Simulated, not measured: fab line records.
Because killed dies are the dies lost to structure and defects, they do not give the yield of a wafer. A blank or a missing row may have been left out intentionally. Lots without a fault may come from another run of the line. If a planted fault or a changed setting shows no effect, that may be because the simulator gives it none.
A struck lot beside a sound one + flow n5 finfet + 36 out of 1938 route steps
Sound: the wafers L825.1, L825.2, L825.4. Struck: wafer L819.2. (L819.4 of the same lot was not struck and is left out.) The cause comes at the end.
Each step with rows lists, per side, the tool, then ch with its chambers, then its first start. Under that, the readings that differ: sound wafers + struck wafers + difference of the means + sigmas: that difference in standard deviations of wafers without a fault.
alike: readings with means less than 2 such deviations apart, plus words and numbers identical on both sides. not compared: withheld readings, readings lacking a value on some wafer, bounds such as >300 that could conceal the same value, and numbers that have no deviation in the record and whose values overlap.
Wherever a step has rows on one side only, a row that says differs or no value, or a row with sigmas, the two part there. Numbers that have no deviation but don't overlap get no sigmas and don't part them. A reading that every wafer of one side lacks parts them only if that side has two wafers or more.

first, 8 steps without rows for these wafers: N5_BEOL_M10_SPUTTER_48 (material Cu, target thk 12 nm, time 2 s); N5_BEOL_M10_ECD_50 (material Cu, target thk 318 nm); N5_BEOL_M10_ANNEAL_51 (time 90 s); N5_BEOL_M10_CMP_52 (polishes, stops on SiCOH lowk, t overpolish 7 s, target thk 140 nm); N5_BEOL_M10_PRE_CLEAN_55 (time 15 s); N5_BEOL_M10_DEP_56 (deposits SiCN from 3MS/NH3, target thk 15 nm, time 26.5 s); N5_BEOL_M11_ILD_DEP_00 (deposits SiCOH lowk from DEMS/porogen, target thk 308.51 nm, time 58 s); N5_BEOL_M11_CURE_71 (cures SiCOH lowk, time 240 s).
N5_BEOL_M11_PECVD_70: deposits SiO2 from TEOS/O2, target thk 20 nm, time 22.7 s.
  sound on pecvd-01 ch 1,2, day 16 01:13; struck on pecvd-03 ch 1, day 14 08:29
| reading                                     | sound          | struck | difference | sigmas |
|---------------------------------------------|----------------|--------|------------|--------|
| model.SiO2_of_BEOL_M11_PECVD_70.thk nm (nm) | 19.8 20.6 20.2 | 13.8   | -6.4       |        |
  alike: heater power w, showerhead plenum p Torr, throttle valve pct
then, 24 steps without rows for these wafers: N5_BEOL_M11_HM_DEP_02 (deposits TiN, target thk 20 nm); N5_BEOL_M11_COAT_59 (time 60 s, resist thk 100 nm); N5_BEOL_M11_COAT_60 (time 60 s, resist thk 30 nm); N5_BEOL_M11_COAT_05 (resist thk 90 nm); N5_BEOL_M11_EBR_07; N5_BEOL_M11_SOFTBAKE_06 (time 60 s); N5_BEOL_M11_EXPOSE_08 (exposes mask M11); N5_BEOL_M11_PEB_09 (peb time 60 s); N5_BEOL_M11_DEVELOP_10 (develop time 30 s); N5_BEOL_M11_DESCUM_16 (chemistry O2, time 7.9 s); N5_BEOL_M11_ETCH_61 (etches SiARC in CF4, target depth 39 nm, time 65 s); N5_BEOL_M11_ETCH_62 (etches SOC in N2/H2, target depth 110 nm, overetch 22 nm, time 165 s); N5_BEOL_M11_STRIP_68 (strips in N2/H2); N5_BEOL_M11_STRIP_67 (strips in CF4); N5_BEOL_M11_HM_OPEN_17 (chemistry Cl2/BCl3, target TiN, target depth 20 nm, overetch 6 nm); N5_BEOL_M11_STRIP_19 (strips in O2); N5_BEOL_M11_COAT_63 (time 60 s, resist thk 100 nm); N5_BEOL_M11_COAT_64 (time 60 s, resist thk 30 nm); N5_BEOL_M11_COAT_22 (resist thk 90 nm); N5_BEOL_M11_EBR_24; N5_BEOL_M11_SOFTBAKE_23 (time 60 s); N5_BEOL_M11_EXPOSE_25 (exposes mask V10); N5_BEOL_M11_PEB_26 (peb time 60 s); N5_BEOL_M11_DEVELOP_27 (develop time 30 s).
N5_BEOL_M11_HM_STRIP_39: strips TiN in peroxide tin strip, target depth 25 nm, time 158 s.
  sound on wet bench-05 ch 2,3,6, day 16 06:53; struck on wet bench-05 ch 6, day 14 13:38
| reading                                     | sound        | struck | difference | sigmas |
|---------------------------------------------|--------------|--------|------------|--------|
| model.SiO2_of_BEOL_M11_PECVD_70.thk nm (nm) | 19.6 20.4 20 | 13.6   | -6.4       |        |
  alike: bath heat duty pct
N5_BEOL_M11_CMP_52: polishes, stops on SiCOH lowk, t overpolish 7 s, target thk 140 nm.
  sound on cmp-02 ch 0,2,3, day 16 10:32; struck on cmp-02 ch 3, day 14 16:08
| reading                              | sound                | struck | difference | sigmas |
|--------------------------------------|----------------------|--------|------------|--------|
| barrier field endpoint s (s)         | 28.6 29.0 28.7       | 22.1   | -6.7       | -7     |
| clearing platen down force psi (psi) | 1.4946 1.4978 1.4989 | 1.5034 | +0.0063    | +2     |
  alike: motor current A
N5_PASSIVATION_PROBE_49:
  struck on prober-02, day 16 02:27; sound on prober-02, day 18 10:18
| reading         | sound    | struck | difference | sigmas |
|-----------------|----------|--------|------------|--------|
| killed_at_M4_up | 28 19 14 | 5      | -15        | -3     |
  alike: defect limited yield, killed_at_M0_to_M3, killed at contacts, killed at front end, killed at other, killed dies, killed open, killed short, sort_bin_5_function, sort_bin_6_memory, sort n pass, sort yield pct

## WHERE THEY PART
Last at N5_PASSIVATION_PROBE_49 as far as this record goes, first at N5_BEOL_M11_CMP_52.

WHY: whatever the simulator had introduced
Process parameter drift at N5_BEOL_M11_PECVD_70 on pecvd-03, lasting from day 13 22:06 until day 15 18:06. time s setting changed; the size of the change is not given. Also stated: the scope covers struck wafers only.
